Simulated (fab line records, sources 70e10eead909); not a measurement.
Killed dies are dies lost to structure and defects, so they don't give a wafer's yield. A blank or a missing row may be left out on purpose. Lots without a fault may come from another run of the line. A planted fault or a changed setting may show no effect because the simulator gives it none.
One fault seen from 2 desks | flow nand_harc | each desk has only its own numbers; what lay behind them comes last

THE TOOL OWNER'S DESK: rie_diel-10
The tool's own readings at NHARC_A_ZERO_WELL_ETCH_19 (etches the open film in N2/H2, target depth 80 nm, overetch 24 nm, time 87.88 s): means of the sampled wafers that have a number, for each lot that ran on this tool. A lot is out of limits, marked OUT, if its mean lies more than 4 standard deviations from the usual mean; the brackets give that distance.
Columns: A = drypump_motor_current_A at NHARC_A_ZERO_WELL_ETCH_19, usual 5.9 A; B = h2_flow_sccm at NHARC_A_ZERO_WELL_ETCH_19, usual 150.0 sccm; C = mfc_ar_sccm at NHARC_A_ZERO_WELL_ETCH_19, usual 0.012 sccm; D = oes_product_au at NHARC_A_ZERO_WELL_ETCH_19, usual 0.998 a.u.; E = rf_vpp_V at NHARC_A_ZERO_WELL_ETCH_19, usual 430.8 V; F = showerhead_plenum_p_Torr at NHARC_A_ZERO_WELL_ETCH_19, usual 2.05 Torr; G = throttle_valve_pct at NHARC_A_ZERO_WELL_ETCH_19, usual 14.173 %
lot  | first seen here | A   | B     | C     | D     | E     | F    | G
L142 | day 6 21:51     | 6.1 | 150.3 | 0.019 | 1.001 | 431.9 | 2.07 | 14.177
L146 | day 8 11:50     | 6.2 | 150.3 | 0.009 | 0.996 | 430.2 | 2.02 | 14.166
L148 | day 9 02:08     | 6.0 | 149.7 | 0.017 | 0.990 | 429.7 | 2.01 | 14.171
L161 | day 14 16:56    | 6.3 | 150.0 | 0.027 | 1.000 | 432.0 | 2.07 | 14.167
L162 | day 15 02:49    | 6.3 | 150.3 | 0.027 | 1.003 | 431.8 | 2.07 | 14.174
L163 | day 15 09:41    | 6.5 | 150.4 | 0.021 | 1.000 | 434.2 | 2.14 | 14.176
L164 | day 16 00:17    | 6.2 | 150.1 | 0.011 | 1.001 | 431.8 | 2.07 | 14.179
L165 | day 16 15:59    | 6.4 | 150.2 | 0.019 | 1.003 | 431.5 | 2.08 | 14.170
This desk's finding: nothing out of limits on any of the 8 lots.

THE DEFECT DESK
What the inspections along the route counted, lot by lot: means of the sampled wafers that have a number. A lot is out of limits, marked OUT, if its mean lies more than 4 standard deviations from the usual mean; the brackets give that distance.
Columns: A = raw_defect_count at NHARC_P_BONDPAD_INSPECT_23, usual 310; B = raw_defect_count at NHARC_A_ZERO_WELL_INSPECT_17, usual 10
lot  | first seen here | A   | B
L142 | day 6 20:26     | 226 | 11
L146 | day 8 10:13     | 249 | 465 (+89) OUT
L148 | day 9 00:34     | 257 | 477 (+92) OUT
L151 | day 10 18:47    | 389 | 10
L155 | day 12 03:51    | 324 | 4
L158 | day 13 07:27    | 252 | 7
L160 | day 14 05:37    | 261 | 10
L161 | day 14 15:31    | 376 | 6
L162 | day 15 01:14    | 317 | 5
L163 | day 15 08:08    | 294 | 11
L164 | day 15 22:51    | 396 | 6
L165 | day 16 14:33    | 257 | 6
This desk's finding: out of limits on L146, L148; first on L146, day 8 13:04 (raw_defect_count at NHARC_A_ZERO_WELL_INSPECT_17). In limits: L142, L151, L155, L158, L160, L161, L162, L163, L164, L165.

PUT TOGETHER
The defect desk could have raised an alarm at day 8 13:04, on L146, L148.
The tool owner's desk saw nothing out of limits.
The tool owner's desk has L146, L148 on record, within its limits.
Of the lots named, all ran NHARC_A_ZERO_WELL_ETCH_19 on rie_diel-10.

WHAT THE SIMULATOR HAD PUT IN
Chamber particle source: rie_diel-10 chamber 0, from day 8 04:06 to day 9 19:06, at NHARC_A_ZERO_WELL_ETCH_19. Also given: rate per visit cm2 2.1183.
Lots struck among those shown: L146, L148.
Hours from the fault's start to each desk's first reading out of limits: the defect desk, 9.
